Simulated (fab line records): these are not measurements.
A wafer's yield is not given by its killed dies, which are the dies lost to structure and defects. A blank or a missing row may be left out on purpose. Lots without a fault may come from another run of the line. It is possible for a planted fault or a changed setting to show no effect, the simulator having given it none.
Which of the tools did it? + flow nand-harc + 11 lots with 33 wafers sampled at 6 steps, on a route of 1302 steps

== WHAT THE GAUGES READ, wafer by wafer ==
NHARC_A_SIN_REMOVE_INSPECT_04.
| lot  | measured     | on                | raw-defect-count |
|------|--------------|-------------------|------------------|
| L415 | day 20 20:39 | defect-inspect-02 | 437 355 376      |
| L419 | day 21 12:11 | defect-inspect-01 | 342 330 354      |
| L423 | day 24 03:41 | defect-inspect-02 | 647 606 575      |
| L425 | day 24 12:32 | defect-inspect-01 | 631 638 661      |
| L428 | day 25 15:11 | defect-inspect-02 | 341 269 383      |
| L431 | day 26 13:44 | defect-inspect-01 | 294 301 374      |
| L433 | day 27 15:36 | defect-inspect-01 | 305 280 302      |
| L434 | day 28 00:13 | defect-inspect-02 | 227 354 365      |
| L435 | day 28 14:17 | defect-inspect-02 | 277 277 285      |
| L437 | day 29 02:11 | defect-inspect-02 | 231 267 255      |
| L438 | day 29 22:22 | defect-inspect-02 | 227 250 300      |

NHARC_END_SORT_01.
| lot  | measured     | on        | killed-at-array | killed-at-other | killed-at-periphery | killed-dies | killed-open | killed-short |
|------|--------------|-----------|-----------------|-----------------|---------------------|-------------|-------------|--------------|
| L423 | day 28 07:41 | prober-02 | 90 82 106       | 0 3 0           | 3 2 2               | 93 87 108   | 3 3 8       | 4 3 1        |
| L425 | day 29 00:20 | prober-01 | 87 87 82        | 0 1 0           | 2 2 1               | 89 90 83    | 1 3 1       | 1 0 2        |

== EACH LOT AND THE TOOL THAT RAN IT (in order: tool; ch and the chambers of the sampled wafers; start) ==
| lot  | NHARC_A_SGD_CUT_ETCHBACK_24        | NHARC_A_SLIT_ETCH_26             | NHARC_A_SLIT_ETCH_29               | NHARC_A_WL_FILL_ALD_00           |
|------|------------------------------------|----------------------------------|------------------------------------|----------------------------------|
| L415 | rie-diel-02 ch 0,3, day 19 22:58   | har-etch-02 ch 0,1, day 20 12:37 | rie-diel-06 ch 0,1,2, day 20 13:30 | ald-hk-02 ch 0,1,3, day 20 20:46 |
| L419 | rie-diel-12 ch 0,2,3, day 20 16:20 | har-etch-02 ch 0,1, day 21 04:10 | rie-diel-10 ch 0,3, day 21 04:58   | ald-hk-03 ch 1,2, day 21 12:16   |
| L423 | rie-diel-12 ch 0,2,3, day 23 09:33 | har-etch-02 ch 0,1, day 23 20:00 | rie-diel-10 ch 0,1, day 23 20:51   | ald-hk-01 ch 0,3, day 24 03:55   |
| L425 | rie-diel-07 ch 0,1, day 23 16:48   | har-etch-02 ch 0,1, day 24 04:32 | rie-diel-06 ch 1,2, day 24 05:20   | ald-hk-01 ch 2,3, day 24 12:40   |
| L428 | rie-diel-07 ch 1,2,3, day 24 19:58 | har-etch-01 ch 0,1, day 25 07:09 | rie-diel-10 ch 0,2,3, day 25 08:03 | ald-hk-01 ch 0,1,2, day 25 15:19 |
| L431 | rie-diel-07 ch 0,1,2, day 25 19:47 | har-etch-01 ch 0,1, day 26 06:42 | rie-diel-03 ch 0,1, day 26 07:34   | ald-hk-01 ch 0,2,3, day 26 14:02 |
| L433 | rie-diel-02 ch 0,1, day 26 18:35   | har-etch-02 ch 0,1, day 27 07:33 | rie-diel-06 ch 0,2, day 27 08:26   | ald-hk-03 ch 0,1,3, day 27 15:40 |
| L434 | rie-diel-07 ch 1,2,3, day 27 05:38 | har-etch-02 ch 0,1, day 27 16:06 | rie-diel-10 ch 1,3, day 27 16:58   | ald-hk-02 ch 0,1,3, day 28 00:17 |
| L435 | rie-diel-12 ch 0,1, day 27 19:59   | har-etch-02 ch 0, day 28 06:16   | rie-diel-06 ch 0,2, day 28 07:07   | ald-hk-02 ch 0,2,3, day 28 14:22 |
| L437 | rie-diel-12 ch 0,1,3, day 28 06:01 | har-etch-02 ch 0, day 28 18:09   | rie-diel-10 ch 1,2,3, day 28 19:02 | ald-hk-02 ch 2,3, day 29 02:59   |
| L438 | rie-diel-12 ch 0,2,3, day 29 01:49 | har-etch-02 ch 0,1, day 29 14:20 | rie-diel-06 ch 0,1,2, day 29 15:14 | ald-hk-01 ch 0,2,3, day 29 22:26 |
- NHARC_A_SGD_CUT_ETCHBACK_24: etches the open film in CH3F/O2, target depth 50 nm, time 92.857 s.
- NHARC_A_SLIT_ETCH_26: etches the open film in C4F8/O2/Ar, time 90 s, target depth 400 nm.
- NHARC_A_SLIT_ETCH_29: etches the open film in CF4/O2, target depth 100 nm, overetch 10 nm, time 55 s.
- NHARC_A_WL_FILL_ALD_00: deposits Al2O3, target thk 3 nm, pulse time 3 s, ald cycles 30.

== WHAT THE TOOLS THEMSELVES READ (means of the sampled wafers that have a number; where no wafer has one, the mark that the record gives instead) ==
NHARC_A_SGD_CUT_ETCHBACK_24.
| lot  | tool        | drypump-motor-current-A (A) | oes-product-au (a.u.) | rf-vpp-V (V) | showerhead-plenum-p-Torr (Torr) | throttle-valve-pct (%) |
|------|-------------|-----------------------------|-----------------------|--------------|---------------------------------|------------------------|
| L415 | rie-diel-02 | 6.3                         | 0.92                  | 243.8        | 2.38                            | 20.661                 |
| L419 | rie-diel-12 | 6.0                         | 1.00                  | 245.8        | 2.52                            | 20.665                 |
| L423 | rie-diel-12 | 6.0                         | 0.99                  | 244.8        | 2.52                            | 20.666                 |
| L425 | rie-diel-07 | 5.9                         | 0.92                  | 243.3        | 2.36                            | 20.669                 |
| L428 | rie-diel-07 | 6.3                         | 1.01                  | 243.5        | 2.40                            | 20.668                 |
| L431 | rie-diel-07 | 5.9                         | 0.92                  | 243.1        | 2.38                            | 20.672                 |
| L433 | rie-diel-02 | 6.0                         | 0.98                  | 243.5        | 2.42                            | 20.657                 |
| L434 | rie-diel-07 | 6.3                         | 0.92                  | 243.9        | 2.40                            | 20.659                 |
| L435 | rie-diel-12 | 6.5                         | 0.93                  | 243.2        | 2.38                            | 20.653                 |
| L437 | rie-diel-12 | 6.5                         | 0.99                  | 245.1        | 2.50                            | 20.668                 |
| L438 | rie-diel-12 | 6.0                         | 0.99                  | 245.0        | 2.51                            | 20.665                 |

NHARC_A_SLIT_ETCH_26.
| lot  | tool        | bias-v (V) | drypump-motor-current-A (A) | showerhead-plenum-p-Torr (Torr) | throttle-valve-pct (%) |
|------|-------------|------------|-----------------------------|---------------------------------|------------------------|
| L415 | har-etch-02 | 405        | 6.3                         | 3.80                            | 27.620                 |
| L419 | har-etch-02 | 402        | 6.2                         | 3.80                            | 27.618                 |
| L423 | har-etch-02 | 400        | 6.2                         | 3.78                            | 27.618                 |
| L425 | har-etch-02 | 395        | 5.8                         | 3.85                            | 27.618                 |
| L428 | har-etch-01 | 400        | 5.6                         | 3.64                            | 27.624                 |
| L431 | har-etch-01 | 397        | 5.4                         | 3.64                            | 27.635                 |
| L433 | har-etch-02 | 399        | 5.8                         | 3.82                            | 27.624                 |
| L434 | har-etch-02 | 394        | 6.3                         | 3.75                            | 27.615                 |
| L435 | har-etch-02 | 402        | 6.8                         | 3.66                            | 27.620                 |
| L437 | har-etch-02 | 399        | 6.7                         | 3.66                            | 27.617                 |
| L438 | har-etch-02 | 399        | 6.3                         | 3.73                            | 27.623                 |

NHARC_A_SLIT_ETCH_29.
| lot  | tool        | cf4-flow-sccm (sccm) | drypump-motor-current-A (A) | oes-product-au (a.u.) | rf-vpp-V (V) | showerhead-plenum-p-Torr (Torr) | throttle-valve-pct (%) |
|------|-------------|----------------------|-----------------------------|-----------------------|--------------|---------------------------------|------------------------|
| L415 | rie-diel-06 | 79.99                | 5.9                         | 0.997                 | 197.0        | 1.31                            | 13.408                 |
| L419 | rie-diel-10 | 79.80                | 5.8                         | 1.000                 | 199.5        | 1.40                            | 13.397                 |
| L423 | rie-diel-10 | 79.88                | 6.2                         | 1.003                 | 198.2        | 1.35                            | 13.399                 |
| L425 | rie-diel-06 | 80.13                | 6.1                         | 1.011                 | 196.3        | 1.30                            | 13.386                 |
| L428 | rie-diel-10 | 80.01                | 5.8                         | 0.995                 | 199.4        | 1.39                            | 13.405                 |
| L431 | rie-diel-03 | 79.74                | 5.8                         | 0.999                 | 197.9        | 1.36                            | 13.400                 |
| L433 | rie-diel-06 | 80.12                | 5.8                         | 1.007                 | 196.3        | 1.27                            | 13.383                 |
| L434 | rie-diel-10 | 80.12                | 5.6                         | 1.016                 | 197.8        | 1.36                            | 13.403                 |
| L435 | rie-diel-06 | 80.12                | 5.8                         | 1.007                 | 196.4        | 1.27                            | 13.398                 |
| L437 | rie-diel-10 | 80.23                | 5.7                         | 1.017                 | 198.9        | 1.35                            | 13.398                 |
| L438 | rie-diel-06 | 80.16                | 5.9                         | 1.002                 | 197.6        | 1.31                            | 13.396                 |

NHARC_A_WL_FILL_ALD_00.
| lot  | tool      | heater-power-outer-w (W) | heater-power-w (W) | precursor-pulse-height-rel |
|------|-----------|--------------------------|--------------------|----------------------------|
| L415 | ald-hk-02 | 236                      | 430                | 1.000                      |
| L419 | ald-hk-03 | 236                      | 422                | 0.992                      |
| L423 | ald-hk-01 | 266                      | 498                | 0.993                      |
| L425 | ald-hk-01 | 258                      | 497                | 0.998                      |
| L428 | ald-hk-01 | 300                      | 534                | 1.003                      |
| L431 | ald-hk-01 | 293                      | 528                | 0.996                      |
| L433 | ald-hk-03 | 284                      | 491                | 1.011                      |
| L434 | ald-hk-02 | 238                      | 426                | 0.978                      |
| L435 | ald-hk-02 | 232                      | 422                | 1.000                      |
| L437 | ald-hk-02 | 237                      | 430                | 0.998                      |
| L438 | ald-hk-01 | 281                      | 525                | 0.999                      |

== THE ANSWER, worked out from the rows above alone ==
Rule: the usual values come from the lots themselves. Put in order of their means at a reading, lots are off if they are a third of the lots or fewer, leave a main group of 4 or more, and stand apart from it by a gap of 3 or more times the standard deviation of the main group's means; of several such gaps the widest counts. The tables above print the reading to a certain number of digits; a main group whose means all agree to those digits is not used. A lot without any number at a reading at which 4 lots or more have one is off too. Any other lot the step has rows for is counted as sound. After the gauges, taken in route order, come the tools' own readings; for these a lot's mean is taken, as printed above. At the first step where some lot is off, the reading lying furthest off is the one used; lots without a number count as furthest.
Off: L423, L425, at NHARC_A_SIN_REMOVE_INSPECT_04 (raw-defect-count). For the main group the mean is 310 and the standard deviation 41.
A tool fits if, at a process step before that reading, it ran every lot that is off, and no sound lot after the first of them. Those tools and the gauges at NHARC_A_SIN_REMOVE_INSPECT_04 are tried in the same way. No candidate that was tried fits.

== WHAT THE SIMULATOR HAD PUT IN ==
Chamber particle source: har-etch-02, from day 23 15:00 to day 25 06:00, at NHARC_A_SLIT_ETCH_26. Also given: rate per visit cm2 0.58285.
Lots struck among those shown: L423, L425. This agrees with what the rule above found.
